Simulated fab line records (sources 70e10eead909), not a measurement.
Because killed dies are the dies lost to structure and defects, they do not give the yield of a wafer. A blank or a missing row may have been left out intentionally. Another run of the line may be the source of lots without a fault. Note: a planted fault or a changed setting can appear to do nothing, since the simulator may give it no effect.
fab line records | flow nand-harc
record: lots: 6 wafers: 18 last-day: 24
route steps=1159 shown P_BONDPAD@366
lots with no fault: from the same line, run without faults
start-h: the number of hours between the record's first day and the start of the first shown wafer of the lot | wait-h: hours elapsed since this lot's preceding step | " repeats the value in the row above | L1.1+2: a row that stands for several wafers | - either no value or no given start | * or withheld: withheld | < > ~ a bound
route shown NAME@n: NAME is a module with steps in the file, n the number in the route of the first one | usual: mean and standard deviation over wafers with no fault | same: alike in all rows | chamber/n: place in a boat | sites: readings site by site | _std_site: their standard deviation | _edge_site: the outer-site mean with the inner-site mean subtracted | radius-mm: how far each site lies from the wafer's centre | mask NAME#n: copy n | behind: the most recent tool/chamber to have shaped the wafer | hold: why the lot went on hold/how many hours it stayed there/how the hold came to an end | device: the transistor (n, p or np) that didn't switch | end of line: the same wafers' tests at the end of the route | a step with no rows: only its recipe | killed: dies that structure and defects cost at the first sort, which is not the same as the wafer's yield | map: the dies of a wafer, with x for killed, . for not killed, _ for no die there
set.NAME: setting as actually run; set.NAME@STEP: the setting as run at that earlier step | model.NAME: the simulator's own value behind a step, which no gauge read
lots at some steps of the route; a table a step, a row a wafer
services: the hour from which a tool's chamber was out of use, counted from the record's first day as start-h (under 0 if before that day), plus the number of hours and why
== steps ==
step: NHARC_P_BONDPAD_HARDBAKE_10
recipe: temp-c: 118 time-s: 65
step: NHARC_P_BONDPAD_DESCUM_11
recipe: time-s: 3 o2-flow-sccm: 200 ar-flow-sccm: 0 bias-power-w: 0 chemistry: O2
step: NHARC_P_BONDPAD_ETCH_37
recipe: target-depth-a: 600 overetch-a: 180 time-s: 65.91 ion-energy-ev: 200 n2-flow-sccm: 150 h2-flow-sccm: 150 ar-flow-sccm: 0 rf-w: 400 bias-w: 150 chemistry: N2/H2
usual: drypump-motor-current-A: 5.78/0.24 oes-product-au: 0.998/0.0077 rf-vpp-V: 430.5/2.1 showerhead-plenum-p-Torr: 2.04/0.068 throttle-valve-pct: 14.171/0.0087
columns lot.wafer tool chamber start-h wait-h drypump-motor-current-A oes-product-au rf-hours-counter-h rf-vpp-V showerhead-plenum-p-Torr throttle-valve-pct
L770.2 rie-diel-04 1 147.27 0.1 6.12 0.999 9 424.9 1.89 14.179
L770.6 " 1 " " 6.17 0.993 - 425.9 1.89 14.166
L770.5 " 2 " " 5.64 0.999 - 426.8 1.91 14.188
L779.4 rie-diel-13 1 194.86 0.1 5.59 1.008 10 428.8 1.99 14.168
L779.2 " 2 " " 5.67 1.002 10 432.6 2.09 14.157
L779.5 " 1 " " 5.59 1.011 - 430.1 1.99 14.165
L778.4 rie-diel-13 0 195.53 0.1 5.77 0.982 10 430.5 2.04 14.174
L778.5 " 1 " " 5.66 1.006 - 429.2 1.99 14.163
L778.6 " 2 " " 5.64 0.996 - 433.8 2.09 14.153
L785.1 rie-diel-13 3 235.75 0.1 6.10 0.990 14 432.1 2.09 14.170
L785.2 " 1 " " 5.66 0.998 15 429.0 1.99 14.174
L785.5 " 0 " " 5.75 0.985 - 430.8 2.04 14.162
L789.2 rie-diel-11 3 253.98 0.1 5.44 1.002 19 426.1 1.88 14.164
L789.5 " 1 " " 5.51 0.999 - 429.0 1.96 14.180
L789.6 " 2 " " 5.39 1.011 - 433.6 2.11 14.170
L790.1 rie-diel-13 0 262.75 0.1 5.76 0.993 17 429.6 2.04 14.178
L790.3 " 3 " " 6.09 0.994 16 431.5 2.09 14.171
L790.5 " 1 " " 5.66 0.998 - 427.8 1.99 14.179
step: NHARC_P_BONDPAD_ETCH_12
recipe: target-depth-a: 2000 time-s: 100 chf3-flow-sccm: 50 o2-flow-sccm: 10 ar-flow-sccm: 200 rf-w: 500 bias-w: 200 chemistry: CHF3/O2
usual: drypump-motor-current-A: 5.79/0.24 oes-product-au: 0.934/0.021 rf-vpp-V: 370.6/1.9 showerhead-plenum-p-Torr: 2.40/0.074 throttle-valve-pct: 20.572/0.0089
columns lot.wafer tool chamber start-h wait-h drypump-motor-current-A oes-product-au rf-hours-counter-h rf-vpp-V showerhead-plenum-p-Torr throttle-valve-pct
L770.2 rie-diel-04 3 - - 6.05 0.919 10 373.8 2.54 20.583
L770.5 " 3 " " 6.03 0.920 - 373.8 2.54 20.579
L770.6 " 0 " " 5.94 0.917 - 371.8 2.47 20.580
L779.2 rie-diel-13 0 - - 5.75 0.947 10 370.9 2.40 20.570
L779.4 " 1 " " 5.59 0.975 10 368.8 2.34 20.579
L779.5 " 0 " " 5.74 0.959 - 370.7 2.40 20.560
L778.4 rie-diel-13 3 - - 6.08 0.914 10 372.6 2.46 20.556
L778.6 " 1 " " 5.63 0.928 - 368.3 2.34 20.572
L778.5 " 2 " " 5.61 0.931 - 371.9 2.46 20.568
L785.2 rie-diel-13 2 - - 5.71 0.916 14 371.8 2.46 20.569
L785.1 " 3 " " 6.07 0.923 14 371.6 2.46 20.578
L785.5 " 1 " " 5.65 0.928 - 369.4 2.34 20.574
L789.2 rie-diel-11 1 - - 5.52 0.935 22 368.6 2.32 20.577
L789.5 " 1 " " 5.54 0.946 - 368.5 2.32 20.575
L789.6 " 2 " " 5.38 0.928 - 371.5 2.48 20.562
L790.1 rie-diel-13 1 - - 5.62 0.979 17 370.3 2.34 20.581
L790.3 " 2 " " 5.67 0.961 15 372.5 2.46 20.566
L790.5 " 2 " " 5.66 0.959 - 371.2 2.46 20.578
step: NHARC_P_BONDPAD_CD_MEAS_13
usual: cd-nm: 499.6/1.5
columns lot.wafer tool chamber start-h wait-h cd-nm
L770.2 cd-sem-01 - 147.51 - 499.9
L770.5 " - " " 498.5
L770.6 " - " " 498.5
L779.2 cd-sem-01 - 195.09 - 499.3
L779.4 " - " " 499.9
L779.5 " - " " 500.1
L778.4 cd-sem-03 - 195.74 - 502.5
L778.5 " - " " 502.8
L778.6 " - " " 501.9
L785.1 cd-sem-01 - 235.98 - 500.8
L785.2 " - " " 500.4
L785.5 " - " " 499.6
L789.2 cd-sem-02 - 254.33 - 499.7
L789.5 " - " " 501.0
L789.6 " - " " 498.5
L790.1 cd-sem-03 - 262.99 - 497.9
L790.3 " - " " 496.5
L790.5 " - " " 496.9
step: NHARC_P_BONDPAD_STRIP_15
recipe: o2-flow-sccm: 500 ar-flow-sccm: 0 bias-w: 0 chemistry: O2
step: NHARC_P_BONDPAD_ETCH_24
recipe: target-depth-a: 300 over-etch-frac: 0.3 time-s: 72.99 ion-energy-ev: 150 cf4-flow-sccm: 50 n2-flow-sccm: 100 ar-flow-sccm: 150 rf-w: 300 bias-w: 100 chemistry: CF4/N2
step: NHARC_P_BONDPAD_STRIP_16
recipe: time-s: 600 temp-c: 30 chemistry: post-etch-residue-remover
step: NHARC_P_BONDPAD_DEGAS_25
recipe: temp-c: 300 time-s: 60
step: NHARC_P_BONDPAD_PRE_CLEAN_26
recipe: time-s: 30 temp-c: 280 gas: H2/He
step: NHARC_P_BONDPAD_PVD_17
recipe: target-thk-a: 50 bias-v: 168.6 power-w: 15000 chamber-pressure-pa: 0.12 time-s: 8.06 substrate-temp-c: 50 material: TaN
usual: throttle-valve-pct: 30.3/1.1
columns lot.wafer tool chamber start-h wait-h throttle-valve-pct
L770.2 pvd-sputter-03 - - - 31.6
L770.5 " - " " 30.9
L770.6 " - " " 30.5
L779.4 pvd-sputter-02 - - - 31.1
L779.2 " - " " 28.5
L779.5 " - " " 30.6
L778.4 pvd-sputter-01 - - - 29.8
L778.6 " - " " 29.8
L778.5 " - " " 30.1
L785.1 pvd-sputter-02 - - - 30.9
L785.2 " - " " 30.3
L785.5 " - " " 31.3
L789.2 pvd-sputter-02 - - - 31.1
L789.5 " - " " 29.4
L789.6 " - " " 30.8
L790.1 pvd-sputter-02 - - - 29.0
L790.3 " - " " 31.1
L790.5 " - " " 29.2
step: NHARC_P_BONDPAD_PVD_27
recipe: target-thk-a: 300 chamber-pressure-pa: 5 power-w: 5000 substrate-temp-c: 30 time-s: 20.49 material: Cu
usual: throttle-valve-pct: 30.3/1.1
columns lot.wafer tool chamber start-h wait-h throttle-valve-pct
L770.2 pvd-sputter-03 - - - 29.0
L770.6 " - " " 29.3
L770.5 " - " " 31.8
L779.2 pvd-sputter-02 - - - 30.9
L779.4 " - " " 31.4
L779.5 " - " " 28.4
L778.4 pvd-sputter-01 - - - 30.2
L778.5 " - " " 28.4
L778.6 " - " " 31.8
L785.1 pvd-sputter-02 - - - 31.2
L785.2 " - " " 30.2
L785.5 " - " " 31.3
L789.2 pvd-sputter-02 - - - 31.1
L789.6 " - " " 30.1
L789.5 " - " " 28.9
L790.1 pvd-sputter-02 - - - 31.3
L790.3 " - " " 31.1
L790.5 " - " " 30.3
step: NHARC_P_BONDPAD_ECD_18
recipe: target-thk-a: 4000 bath-temp-c: 25 material: Cu
usual: bath-heat-duty-pct: 6.7/0.77 bath-temp-c: 24.99/0.11
columns lot.wafer tool chamber start-h wait-h bath-heat-duty-pct bath-temp-c
L770.2 ecd-cu-01 0 148.58 - 6.4 25.08
L770.6 " 1 " " 6.7 24.94
L770.5 " 0 " " 6.3 25.04
L779.2 ecd-cu-01 0 196.12 - - -
L779.4 " 1 " " - -
L779.5 " 0 " " - -
L778.4 ecd-cu-02 0 196.83 - - -
L778.5 " 0 " " - -
L778.6 " 1 " " - -
L785.2 ecd-cu-02 0 237.00 - 7.3 25.07
L785.1 " 1 " " 6.8 24.92
L785.5 " 0 " " 7.3 24.83
L789.2 ecd-cu-01 0 255.85 - 5.5 24.92
L789.5 " 1 " " 7.3 25.03
L789.6 " 0 " " 6.0 25.03
L790.1 ecd-cu-02 1 263.97 - 5.5 25.07
L790.3 " 1 " " 5.9 25.18
L790.5 " 0 " " 7.0 24.85
step: NHARC_P_BONDPAD_ANNEAL_28
recipe: temp-c: 225 time-s: 90
usual: wafer_temp_C_max: 226.16/0.28
columns lot.wafer tool chamber start-h wait-h wafer_temp_C_max
L770.2 rtp-anneal-02 0 148.96 0.3 225.93
L770.5 " 0 " " 226.40
L770.6 " 0 " " 225.91
L779.2 rtp-anneal-02 0 196.50 0.3 226.04
L779.4 " 0 " " 226.49
L779.5 " 0 " " 226.18
L778.4 rtp-anneal-01 0 197.26 0.4 226.19
L778.5 " 0 " " 225.98
L778.6 " 0 " " 225.96
L785.1 rtp-anneal-02 0 237.37 - 226.39
L785.2 " 0 " " 226.07
L785.5 " 0 " " 226.36
L789.2 rtp-anneal-02 0 256.23 0.3 226.66
L789.5 " 0 " " 226.55
L789.6 " 0 " " 226.35
L790.1 rtp-anneal-02 0 264.35 - 225.98
L790.3 " 0 " " 225.97
L790.5 " 0 " " 226.07
step: NHARC_P_BONDPAD_CMP_19
recipe: t-overpolish-s: 30 cu-recess-touch-s: 16 target-thk-nm: 160.81
step: NHARC_P_BONDPAD_THK_MEAS_20
recipe: thk-meas-gauge: xrf
usual: thk-nm: 161.3/1.3
columns lot.wafer tool chamber start-h wait-h thk-nm
L770.2 film-metro-02 - 149.58 - 161.9
L770.5 " - " " 162.1
L770.6 " - " " 163.3
L779.2 film-metro-02 - 197.12 - 30.9
L779.4 " - " " 29.2
L779.5 " - " " 29.2
L778.4 film-metro-01 - 197.78 - 29.2
L778.5 " - " " 31.9
L778.6 " - " " 29.8
L785.1 film-metro-01 - 238.05 - 160.1
L785.2 " - " " 160.4
L785.5 " - " " 162.5
L789.2 film-metro-02 - 256.84 - 161.5
L789.5 " - " " 163.1
L789.6 " - " " 161.7
L790.1 film-metro-01 - 265.01 - 162.1
L790.3 " - " " 162.6
L790.5 " - " " 164.0
step: NHARC_P_BONDPAD_SRD_21
recipe: time-s: 30 temp-c: 23 dry-time-s: 20 spin-rpm: 1500
== services ==
columns tool chamber start-h hours kind
rie-diel-13 0 132.50 - clean
rie-diel-13 1 132.50 - clean
rie-diel-13 2 132.50 - clean
rie-diel-13 3 132.50 - clean
rie-diel-13 3 139.33 1.2 repair
rie-diel-13 0 157.00 - clean
rie-diel-13 1 157.00 - clean
rie-diel-13 2 157.00 - clean
rie-diel-13 3 157.00 - clean
pvd-sputter-01 - 158.00 10.0 pm
ecd-cu-02 - 180.11 8.0 pm
rie-diel-13 0 181.50 - clean
rie-diel-13 1 181.50 - clean
rie-diel-04 - 186.22 1.5 repair
rie-diel-11 - 189.50 9.0 pm
rie-diel-04 3 192.49 1.6 repair
rie-diel-13 2 210.31 4.6 repair
pvd-sputter-02 - 214.00 10.0 pm
ecd-cu-01 - 221.30 2.4 repair
pvd-sputter-03 - 221.53 4.7 repair
rie-diel-11 - 233.68 0.6 repair
pvd-sputter-03 - 237.53 4.9 repair
rie-diel-13 2 249.44 9.5 repair
ecd-cu-02 - 253.00 5.5 repair
== key ==
first-sign: step: NHARC_P_BONDPAD_ECD_18 reading: tool-record direction: missing
effect: step: NHARC_P_BONDPAD_THK_MEAS_20 reading: thk-nm direction: down sigmas: 99+ usual: 161.3 struck: 30.0
met-at NHARC_P_BONDPAD_ECD_18
struck-wafers L778.4,L778.5,L778.6,L779.2,L779.4,L779.5
later-rows-left-out L778.4,L778.5,L778.6,L779.2,L779.4,L779.5
sort-left-out L778.4,L778.5,L778.6,L779.2,L779.4,L779.5
onset-between 148.58 196.12
fault: kind: skipped-step-whole tool: ecd-cu-01,ecd-cu-02 chamber: - onset-h: 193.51 steps: NHARC_P_BONDPAD_ECD_18 scope: struck-lots-only
sort-left-out: the simulated sort isn't trusted on such a fault, so these wafers' sort isn't shown, and their yield isn't known
later-rows-left-out: the simulator's readings of these wafers behind a module that went badly wrong aren't trusted and aren't shown, but for the sort
